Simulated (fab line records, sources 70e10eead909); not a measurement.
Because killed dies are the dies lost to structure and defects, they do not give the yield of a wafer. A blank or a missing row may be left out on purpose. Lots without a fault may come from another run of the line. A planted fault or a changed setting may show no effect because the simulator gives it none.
The tool behind it: which one? / flow nand-harc / Sampling: 13 lots, 39 wafers, 4 of 1302 route steps

WHAT THE GAUGES READ, wafer by wafer
Not one reading of a measure or inspect step in the record can be checked against a usual standard deviation.

TOOL THAT RAN EACH LOT (tool first, then ch and the chambers of the sampled wafers, then the start)
lot=L264; NHARC_A_STAIRCASE_ETCHBACK_416=rie-diel-08 ch 0,1,3, day 17 16:32 or earlier; NHARC_A_STAIRCASE_STRIP_476=rie-diel-08 ch 1,2, day 17 16:32; NHARC_A_STAIRCASE_CMP_152=cmp-01 ch 0,2,3, day 19 13:16; NHARC_A_SGD_CUT_SOFTBAKE_04=litho-track-04 ch 0, day 19 15:00
lot=L265; NHARC_A_STAIRCASE_ETCHBACK_416=rie-diel-07 ch 2,3, day 17 21:01 or earlier; NHARC_A_STAIRCASE_STRIP_476=rie-diel-07 ch 0,1, day 17 21:01; NHARC_A_STAIRCASE_CMP_152=cmp-04 ch 0,2, day 19 13:17; NHARC_A_SGD_CUT_SOFTBAKE_04=litho-track-06 ch 0, day 19 15:00
lot=L268; NHARC_A_STAIRCASE_ETCHBACK_416=rie-diel-07 ch 0,2,3, day 19 03:32; NHARC_A_STAIRCASE_STRIP_476=rie-diel-07 ch 0,1, day 19 03:38; NHARC_A_STAIRCASE_CMP_152=cmp-01 ch 0,2,3, day 20 19:51; NHARC_A_SGD_CUT_SOFTBAKE_04=litho-track-06 ch 0, day 20 22:00
lot=L267; NHARC_A_STAIRCASE_ETCHBACK_416=rie-diel-07 ch 0,1,2, day 19 04:44 or earlier; NHARC_A_STAIRCASE_STRIP_476=rie-diel-07 ch 2,3, day 19 04:44; NHARC_A_STAIRCASE_CMP_152=cmp-03 ch 0,1, day 21 00:28; NHARC_A_SGD_CUT_SOFTBAKE_04=litho-track-04 ch 0, day 21 02:00
lot=L272; NHARC_A_STAIRCASE_ETCHBACK_416=rie-diel-10 ch 1,2,3, day 21 08:36 or earlier; NHARC_A_STAIRCASE_STRIP_476=rie-diel-10 ch 0,1, day 21 08:36; NHARC_A_STAIRCASE_CMP_152=cmp-03 ch 0,1, day 23 03:11; NHARC_A_SGD_CUT_SOFTBAKE_04=litho-track-04 ch 0, day 23 05:00
lot=L276; NHARC_A_STAIRCASE_ETCHBACK_416=rie-diel-07 ch 0,1,2, day 22 14:26 or earlier; NHARC_A_STAIRCASE_STRIP_476=rie-diel-07 ch 1,2,3, day 22 14:26; NHARC_A_STAIRCASE_CMP_152=cmp-04 ch 0,2,3, day 24 09:12; NHARC_A_SGD_CUT_SOFTBAKE_04=litho-track-04 ch 0, day 24 11:00
lot=L279; NHARC_A_STAIRCASE_ETCHBACK_416=rie-diel-07 ch 0,1,2, day 23 23:54 or earlier; NHARC_A_STAIRCASE_STRIP_476=rie-diel-07 ch 1,2,3, day 23 23:54; NHARC_A_STAIRCASE_CMP_152=cmp-01 ch 1,2,3, day 25 18:34; NHARC_A_SGD_CUT_SOFTBAKE_04=litho-track-06 ch 0, day 25 20:00
lot=L282; NHARC_A_STAIRCASE_ETCHBACK_416=rie-diel-07 ch 2,3, day 24 17:04 or earlier; NHARC_A_STAIRCASE_STRIP_476=rie-diel-07 ch 0,2,3, day 24 17:04; NHARC_A_STAIRCASE_CMP_152=cmp-01 ch 1,2, day 26 13:46; NHARC_A_SGD_CUT_SOFTBAKE_04=litho-track-06 ch 0, day 26 15:00
lot=L281; NHARC_A_STAIRCASE_ETCHBACK_416=rie-diel-07 ch 0,1,2, day 24 22:10; NHARC_A_STAIRCASE_STRIP_476=rie-diel-07 ch 0,2,3, day 24 22:14; NHARC_A_STAIRCASE_CMP_152=cmp-04 ch 0,1,3, day 26 14:01; NHARC_A_SGD_CUT_SOFTBAKE_04=litho-track-01 ch 0, day 26 16:00
lot=L283; NHARC_A_STAIRCASE_ETCHBACK_416=rie-diel-10 ch 0,3, day 25 20:44 or earlier; NHARC_A_STAIRCASE_STRIP_476=rie-diel-10 ch 0,1,2, day 25 20:44; NHARC_A_STAIRCASE_CMP_152=cmp-03 ch 0,1,3, day 27 17:48; NHARC_A_SGD_CUT_SOFTBAKE_04=litho-track-04 ch 0, day 27 19:00
lot=L284; NHARC_A_STAIRCASE_ETCHBACK_416=rie-diel-10 ch 0,2,3, day 26 17:16 or earlier; NHARC_A_STAIRCASE_STRIP_476=rie-diel-10 ch 1,3, day 26 17:16; NHARC_A_STAIRCASE_CMP_152=cmp-03 ch 0,2,3, day 28 13:11; NHARC_A_SGD_CUT_SOFTBAKE_04=litho-track-04 ch 0, day 28 15:00
lot=L285; NHARC_A_STAIRCASE_ETCHBACK_416=rie-diel-07 ch 1,3, day 26 19:15 or earlier; NHARC_A_STAIRCASE_STRIP_476=rie-diel-07 ch 0,1,3, day 26 19:15; NHARC_A_STAIRCASE_CMP_152=cmp-04 ch 0,2,3, day 28 12:53; NHARC_A_SGD_CUT_SOFTBAKE_04=litho-track-01 ch 0, day 28 15:00
lot=L286; NHARC_A_STAIRCASE_ETCHBACK_416=rie-diel-07 ch 0,1,3, day 26 21:53 or earlier; NHARC_A_STAIRCASE_STRIP_476=rie-diel-07 ch 1,3, day 26 21:53; NHARC_A_STAIRCASE_CMP_152=cmp-03 ch 1,2,3, day 28 15:44; NHARC_A_SGD_CUT_SOFTBAKE_04=litho-track-01 ch 0, day 28 17:00
- NHARC_A_STAIRCASE_ETCHBACK_416: etches the open film in C4F8/O2/Ar, target depth 36 nm, time 7.2 s.
- NHARC_A_STAIRCASE_STRIP_476: strips in O2, time 20 s.
- NHARC_A_STAIRCASE_CMP_152: polishes.
- NHARC_A_SGD_CUT_SOFTBAKE_04: time 55 s.

WHAT THE TOOLS THEMSELVES READ (means of the sampled wafers that have a number; where no wafer has one, the mark that the record gives instead)
NHARC_A_STAIRCASE_ETCHBACK_416. Usual: oes-product-au 0.94 a.u., standard deviation 0.031; rf-vpp-V 722 V, standard deviation 5.1.
lot=L264; tool=rie-diel-08; oes-product-au (a.u.)=0.93; rf-vpp-V (V)=724; flag=
lot=L265; tool=rie-diel-07; oes-product-au (a.u.)=0.91; rf-vpp-V (V)=723; flag=
lot=L268; tool=rie-diel-07; oes-product-au (a.u.)=0.92; rf-vpp-V (V)=721; flag=
lot=L267; tool=rie-diel-07; oes-product-au (a.u.)=0.92; rf-vpp-V (V)=724; flag=
lot=L272; tool=rie-diel-10; oes-product-au (a.u.)=1.00; rf-vpp-V (V)=719; flag=
lot=L276; tool=rie-diel-07; oes-product-au (a.u.)=0.92; rf-vpp-V (V)=724; flag=
lot=L279; tool=rie-diel-07; oes-product-au (a.u.)=0.94; rf-vpp-V (V)=724; flag=
lot=L282; tool=rie-diel-07; oes-product-au (a.u.)=0.93; rf-vpp-V (V)=726; flag=
lot=L281; tool=rie-diel-07; oes-product-au (a.u.)=0.93; rf-vpp-V (V)=722; flag=
lot=L283; tool=rie-diel-10; oes-product-au (a.u.)=0.93; rf-vpp-V (V)=718; flag=
lot=L284; tool=rie-diel-10; oes-product-au (a.u.)=0.94; rf-vpp-V (V)=723; flag=
lot=L285; tool=rie-diel-07; oes-product-au (a.u.)=0.99; rf-vpp-V (V)=721; flag=
lot=L286; tool=rie-diel-07; oes-product-au (a.u.)=1.00; rf-vpp-V (V)=720; flag=

NHARC_A_STAIRCASE_STRIP_476. Usual: drypump-motor-current-A 5.7 A, standard deviation 0.39; oes-product-au 1.001 a.u., standard deviation 0.0094; rf-vpp-V 57.6 V, standard deviation 0.94; showerhead-plenum-p-Torr 3.50 Torr, standard deviation 0.17; throttle-valve-pct 17.037 %, standard deviation 0.0096.
lot=L264; tool=rie-diel-08; drypump-motor-current-A (A)=6.5; oes-product-au (a.u.)=1.014; rf-vpp-V (V)=58.1; showerhead-plenum-p-Torr (Torr)=3.60; throttle-valve-pct (%)=17.037; flag=
lot=L265; tool=rie-diel-07; drypump-motor-current-A (A)=5.7; oes-product-au (a.u.)=0.987; rf-vpp-V (V)=57.3; showerhead-plenum-p-Torr (Torr)=3.42; throttle-valve-pct (%)=17.038; flag=
lot=L268; tool=rie-diel-07; drypump-motor-current-A (A)=5.5; oes-product-au (a.u.)=0.988; rf-vpp-V (V)=58.0; showerhead-plenum-p-Torr (Torr)=3.52; throttle-valve-pct (%)=17.037; flag=
lot=L267; tool=rie-diel-07; drypump-motor-current-A (A)=5.6; oes-product-au (a.u.)=0.996; rf-vpp-V (V)=57.5; showerhead-plenum-p-Torr (Torr)=3.52; throttle-valve-pct (%)=17.034; flag=
lot=L272; tool=rie-diel-10; drypump-motor-current-A (A)=5.4; oes-product-au (a.u.)=1.009; rf-vpp-V (V)=58.3; showerhead-plenum-p-Torr (Torr)=3.44; throttle-valve-pct (%)=17.031; flag=
lot=L276; tool=rie-diel-07; drypump-motor-current-A (A)=5.6; oes-product-au (a.u.)=0.994; rf-vpp-V (V)=57.7; showerhead-plenum-p-Torr (Torr)=3.58; throttle-valve-pct (%)=17.044; flag=
lot=L279; tool=rie-diel-07; drypump-motor-current-A (A)=5.6; oes-product-au (a.u.)=1.001; rf-vpp-V (V)=57.5; showerhead-plenum-p-Torr (Torr)=3.58; throttle-valve-pct (%)=17.041; flag=
lot=L282; tool=rie-diel-07; drypump-motor-current-A (A)=5.9; oes-product-au (a.u.)=1.004; rf-vpp-V (V)=57.8; showerhead-plenum-p-Torr (Torr)=3.47; throttle-valve-pct (%)=17.031; flag=
lot=L281; tool=rie-diel-07; drypump-motor-current-A (A)=5.9; oes-product-au (a.u.)=1.001; rf-vpp-V (V)=56.6; showerhead-plenum-p-Torr (Torr)=3.47; throttle-valve-pct (%)=17.038; flag=
lot=L283; tool=rie-diel-10; drypump-motor-current-A (A)=5.5; oes-product-au (a.u.)=1.003; rf-vpp-V (V)=57.4; showerhead-plenum-p-Torr (Torr)=3.39; throttle-valve-pct (%)=17.038; flag=
lot=L284; tool=rie-diel-10; drypump-motor-current-A (A)=5.4; oes-product-au (a.u.)=0.993; rf-vpp-V (V)=56.7; showerhead-plenum-p-Torr (Torr)=3.46; throttle-valve-pct (%)=17.044; flag=
lot=L285; tool=rie-diel-07; drypump-motor-current-A (A)=5.6; oes-product-au (a.u.)=0.995; rf-vpp-V (V)=56.9; showerhead-plenum-p-Torr (Torr)=3.41; throttle-valve-pct (%)=17.046; flag=
lot=L286; tool=rie-diel-07; drypump-motor-current-A (A)=5.4; oes-product-au (a.u.)=0.989; rf-vpp-V (V)=57.5; showerhead-plenum-p-Torr (Torr)=3.52; throttle-valve-pct (%)=17.045; flag=

NHARC_A_STAIRCASE_CMP_152. Usual: 12.4 A for motor-current-A, sd 1.1.
lot=L264; tool=cmp-01; motor-current-A (A)=11.6; flag=
lot=L265; tool=cmp-04; motor-current-A (A)=12.2; flag=
lot=L268; tool=cmp-01; motor-current-A (A)=11.7; flag=
lot=L267; tool=cmp-03; motor-current-A (A)=12.2; flag=
lot=L272; tool=cmp-03; motor-current-A (A)=12.5; flag=
lot=L276; tool=cmp-04; motor-current-A (A)=11.8; flag=
lot=L279; tool=cmp-01; motor-current-A (A)=12.3; flag=
lot=L282; tool=cmp-01; motor-current-A (A)=11.7; flag=
lot=L281; tool=cmp-04; motor-current-A (A)=12.1; flag=
lot=L283; tool=cmp-03; motor-current-A (A)=12.9; flag=
lot=L284; tool=cmp-03; motor-current-A (A)=13.0; flag=
lot=L285; tool=cmp-04; motor-current-A (A)=12.0; flag=
lot=L286; tool=cmp-03; motor-current-A (A)=13.3; flag=

NHARC_A_SGD_CUT_SOFTBAKE_04. Usual: exhaust-pa 45.2 Pa, standard deviation 0.83; heater-power-total-W 188.45 W, standard deviation 0.13.
lot=L264; tool=litho-track-04; exhaust-pa (Pa)=44.8; heater-power-total-W (W)=188.37; flag=
lot=L265; tool=litho-track-06; exhaust-pa (Pa)=45.1; heater-power-total-W (W)=188.37; flag=
lot=L268; tool=litho-track-06; exhaust-pa (Pa)=44.6; heater-power-total-W (W)=188.45; flag=
lot=L267; tool=litho-track-04; exhaust-pa (Pa)=45.7; heater-power-total-W (W)=188.53; flag=
lot=L272; tool=litho-track-04; exhaust-pa (Pa)=46.0; heater-power-total-W (W)=182.93; flag=OFF
lot=L276; tool=litho-track-04; exhaust-pa (Pa)=45.0; heater-power-total-W (W)=182.93; flag=OFF
lot=L279; tool=litho-track-06; exhaust-pa (Pa)=45.1; heater-power-total-W (W)=188.36; flag=
lot=L282; tool=litho-track-06; exhaust-pa (Pa)=45.2; heater-power-total-W (W)=188.36; flag=
lot=L281; tool=litho-track-01; exhaust-pa (Pa)=44.5; heater-power-total-W (W)=188.48; flag=
lot=L283; tool=litho-track-04; exhaust-pa (Pa)=44.9; heater-power-total-W (W)=188.43; flag=
lot=L284; tool=litho-track-04; exhaust-pa (Pa)=45.1; heater-power-total-W (W)=188.48; flag=
lot=L285; tool=litho-track-01; exhaust-pa (Pa)=45.4; heater-power-total-W (W)=188.41; flag=
lot=L286; tool=litho-track-01; exhaust-pa (Pa)=47.1; heater-power-total-W (W)=188.55; flag=

THE ANSWER, worked out from the rows above alone
Rule: take the mean of a lot's wafers that have a number; if it is more than 3 standard deviations from the usual mean, the lot is off. Also off: a lot with no number at a reading for which 4 or more lots have one. The other lots that the step has rows for count as sound. The gauges are gone through in route order, then the tools' own readings, and for those a lot's mean is taken as printed above. The first step at which some lot is off is used, and at that step the reading that is off furthest; a lot without a number counts as furthest.
Off at NHARC_A_SGD_CUT_SOFTBAKE_04 (heater-power-total-W): L272, L276.
A tool fits if, at that step or a process step before it, it ran every lot that is off, and no sound lot after the first of them. Because NHARC_A_STAIRCASE_ETCHBACK_416 lacks a start for some lots, the hours and order of its lots are taken from NHARC_A_STAIRCASE_STRIP_476. Not one of the candidates tried fits.

WHAT WAS PUT IN BY THE SIMULATOR
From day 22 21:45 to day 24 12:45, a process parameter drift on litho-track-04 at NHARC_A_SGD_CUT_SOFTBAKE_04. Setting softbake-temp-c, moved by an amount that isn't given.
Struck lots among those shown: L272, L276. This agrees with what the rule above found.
